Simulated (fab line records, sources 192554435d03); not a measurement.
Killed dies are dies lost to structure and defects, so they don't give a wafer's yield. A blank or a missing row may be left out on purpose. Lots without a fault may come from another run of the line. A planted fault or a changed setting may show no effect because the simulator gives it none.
One fault seen from 3 desks | flow n5_finfet | each desk has only its own numbers; what lay behind them comes last

THE TOOL OWNER'S DESK: arfi_scanner-02
The tool's own readings at N5_FIN_SAQP_EXPOSE_13 (exposes mask FIN CORE, target cd 35.6 nm): means of the sampled wafers that have a number, for each lot that ran on this tool. A lot is out of limits, marked OUT, if its mean lies more than 4 standard deviations from the usual mean; the brackets give that distance.
Columns: A = reticle_temp_C at N5_FIN_SAQP_EXPOSE_13, usual 22.98 C
lot  | first seen here | A
L115 | day 2 23:02     | 23.21
L116 | day 3 03:23     | 22.98
L118 | day 3 22:30     | 22.96
L120 | day 4 03:52     | 23.01
L122 | day 4 15:44     | 23.04
L128 | day 6 03:31     | 23.04
L129 | day 6 09:21     | 22.90
This desk's finding: nothing out of limits on any of the 7 lots.

THE DEFECT DESK
What the inspections along the route counted, lot by lot: means of the sampled wafers that have a number. A lot is out of limits, marked OUT, if its mean lies more than 4 standard deviations from the usual mean; the brackets give that distance.
Columns: A = raw_defect_count at N5_PMOS_HMC_CHANNEL_EPI_INSPECT_30, usual 20
lot  | first seen here | A
L115 | day 2 21:48     | 17
L116 | day 3 02:19     | 15
L117 | day 3 09:01     | 16
L118 | day 3 20:49     | 19
L120 | day 4 02:41     | 29
L122 | day 4 14:30     | 15
L128 | day 6 02:22     | 23
L129 | day 6 08:12     | 20
L133 | day 7 08:15     | 16
L134 | day 7 16:31     | 15
This desk's finding: nothing out of limits on any of the 10 lots.

THE METROLOGY DESK
What the gauges read, lot by lot, whatever tool the lot ran on: means of the sampled wafers that have a number. A lot is out of limits, marked OUT, if its mean lies more than 4 standard deviations from the usual mean; the brackets give that distance. Of its 12 readings 7 are shown: the one that was out of limits first, and those that lie furthest out on some lot.
Columns: A = cd_nm at N5_FIN_SAQP_CD_MEAS_16, usual 35.5 nm; B = DIBL_N at N5_BEOL_M4_RC_MEAS_101, usual 35.4 mV/V; C = DIBL_P at N5_BEOL_M4_RC_MEAS_101, usual 34.8 mV/V; D = ION_N at N5_BEOL_M4_RC_MEAS_101, usual 677 uA/um; E = SS_N at N5_BEOL_M4_RC_MEAS_101, usual 71.4 mV/dec; F = VT_N at N5_BEOL_M4_RC_MEAS_101, usual 250 mV; G = VT_P at N5_BEOL_M4_RC_MEAS_101, usual -251 mV
lot  | first seen here | A               | B    | C    | D   | E    | F   | G
L115 | day 2 23:09     | 35.5            | 36.4 | 34.9 | 680 | 71.8 | 248 | -249
L116 | day 3 03:31     | 35.2            | 33.9 | 33.4 | 664 | 70.9 | 254 | -252
L117 | day 3 10:20     | 35.7            | 35.3 | 34.0 | 667 | 71.2 | 251 | -256
L118 | day 3 22:37     | 35.0            | 36.4 | 35.2 | 692 | 71.3 | 247 | -250
L120 | day 4 03:59     | 36.1            | 36.0 | 36.4 | 674 | 71.6 | 251 | -253
L122 | day 4 15:52     | 35.8            | 35.5 | 35.7 | 680 | 71.6 | 249 | -250
L128 | day 6 03:38     | 33.5 (-5.7) OUT | 32.7 | 32.0 | 672 | 70.1 | 252 | -254
L129 | day 6 09:28     | 31.0 (-13) OUT  | 33.6 | 33.3 | 676 | 70.7 | 255 | -254
L133 | day 7 09:31     | 35.4            | 34.5 | 34.5 | 679 | 71.2 | 252 | -245
L134 | day 7 17:50     | 35.6            | 36.7 | 38.0 | 700 | 71.9 | 245 | -249
This desk's finding: out of limits on L128, L129; first on L128, day 6 03:38 (cd_nm at N5_FIN_SAQP_CD_MEAS_16). In limits: L115, L116, L117, L118, L120, L122, L133, L134.

PUT TOGETHER
The metrology desk could have raised an alarm at day 6 03:38, on L128, L129.
The tool owner's desk saw nothing out of limits.
The defect desk saw nothing out of limits.
The tool owner's desk has L128, L129 on record, within its limits.
The defect desk has L128, L129 on record, within its limits.
Of the lots named, all ran N5_FIN_SAQP_EXPOSE_13 on arfi_scanner-02.

WHAT THE SIMULATOR HAD PUT IN
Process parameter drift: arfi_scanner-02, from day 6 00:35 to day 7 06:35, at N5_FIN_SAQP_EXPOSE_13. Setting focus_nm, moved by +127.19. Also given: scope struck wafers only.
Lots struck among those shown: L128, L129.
Hours from the fault's start to each desk's first reading out of limits: the metrology desk, 3.
